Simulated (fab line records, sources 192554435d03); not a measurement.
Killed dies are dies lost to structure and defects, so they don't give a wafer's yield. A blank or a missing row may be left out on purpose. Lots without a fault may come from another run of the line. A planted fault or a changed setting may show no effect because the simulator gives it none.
One fault seen from 2 desks | flow n5_finfet | each desk has only its own numbers; what lay behind them comes last

THE METROLOGY DESK
What the gauges read, lot by lot, whatever tool the lot ran on: means of the sampled wafers that have a number. A lot is out of limits, marked OUT, if its mean lies more than 4 standard deviations from the usual mean; the brackets give that distance. Of its 12 readings 7 are shown: those that lie furthest out on some lot.
Columns: A = M0_RS at N5_BEOL_M0_RS_MEAS_126, usual 0.533 ohm/sq; B = M1_ILD_THK at N5_BEOL_M1_THK_MEAS_01, usual 78.9 nm; C = DIBL_N at N5_BEOL_M4_RC_MEAS_101, usual 35.9 mV/V; D = IOFF_P at N5_BEOL_M4_RC_MEAS_101, usual 0.20 nA/um; E = ION_N at N5_BEOL_M4_RC_MEAS_101, usual 671 uA/um; F = VT_N at N5_BEOL_M4_RC_MEAS_101, usual 251 mV; G = VT_P at N5_BEOL_M4_RC_MEAS_101, usual -251 mV
lot  | first seen here | A     | B    | C    | D    | E   | F   | G
L344 | day 6 03:50     | 0.538 | 79.8 | 35.7 | 0.20 | 669 | 253 | -250
L346 | day 6 21:10     | 0.569 | 79.8 | 35.1 | 0.17 | 668 | 252 | -256
L348 | day 7 12:16     | 0.550 | 79.0 | 35.5 | 0.17 | 670 | 252 | -252
L349 | day 7 14:07     | 0.547 | 77.3 | 36.2 | 0.18 | 664 | 251 | -255
L350 | day 7 21:19     | 0.548 | 79.8 | 36.4 | 0.22 | 673 | 250 | -248
L352 | day 8 09:50     | 0.527 | 79.2 | 34.2 | 0.18 | 664 | 252 | -250
L354 | day 9 03:41     | 0.532 | 81.6 | 35.9 | 0.23 | 662 | 251 | -249
L364 | day 11 05:59    | 0.520 | 78.8 | 35.8 | 0.22 | 678 | 246 | -249
L365 | day 11 12:37    | 0.524 | 78.7 | 38.2 | 0.25 | 687 | 247 | -247
L366 | day 11 15:04    | 0.545 | 79.5 | 35.1 | 0.18 | 675 | 251 | -251
This desk's finding: nothing out of limits on any of the 10 lots.

THE TOOL OWNER'S DESK: pecvd-04
The tool's own readings at N5_BEOL_M1_ILD_DEP_00 (deposits SiOC from DEMS/O2, target thk 79 nm, time 15.3 s): means of the sampled wafers that have a number, for each lot that ran on this tool. A lot is out of limits, marked OUT, if its mean lies more than 4 standard deviations from the usual mean; the brackets give that distance.
Columns: A = chamber_pressure_Torr at N5_BEOL_M1_ILD_DEP_00, usual 4.998 Torr; B = heater_power_w at N5_BEOL_M1_ILD_DEP_00, usual 506 W; C = showerhead_plenum_p_Torr at N5_BEOL_M1_ILD_DEP_00, usual 5.687 Torr; D = susceptor_temp_C at N5_BEOL_M1_ILD_DEP_00, usual 349.96 C; E = throttle_valve_pct at N5_BEOL_M1_ILD_DEP_00, usual 11.9 %
lot  | first seen here | A     | B   | C     | D      | E
L350 | day 7 21:22     | 4.986 | 594 | 5.688 | 349.75 | 12.4
L352 | day 8 09:54     | 5.008 | 437 | 5.674 | 349.91 | 12.6
L354 | day 9 03:47     | 5.004 | 538 | 5.681 | 350.09 | 12.5
This desk's finding: nothing out of limits on any of the 3 lots.

PUT TOGETHER
The metrology desk saw nothing out of limits.
The tool owner's desk saw nothing out of limits.

WHAT THE SIMULATOR HAD PUT IN
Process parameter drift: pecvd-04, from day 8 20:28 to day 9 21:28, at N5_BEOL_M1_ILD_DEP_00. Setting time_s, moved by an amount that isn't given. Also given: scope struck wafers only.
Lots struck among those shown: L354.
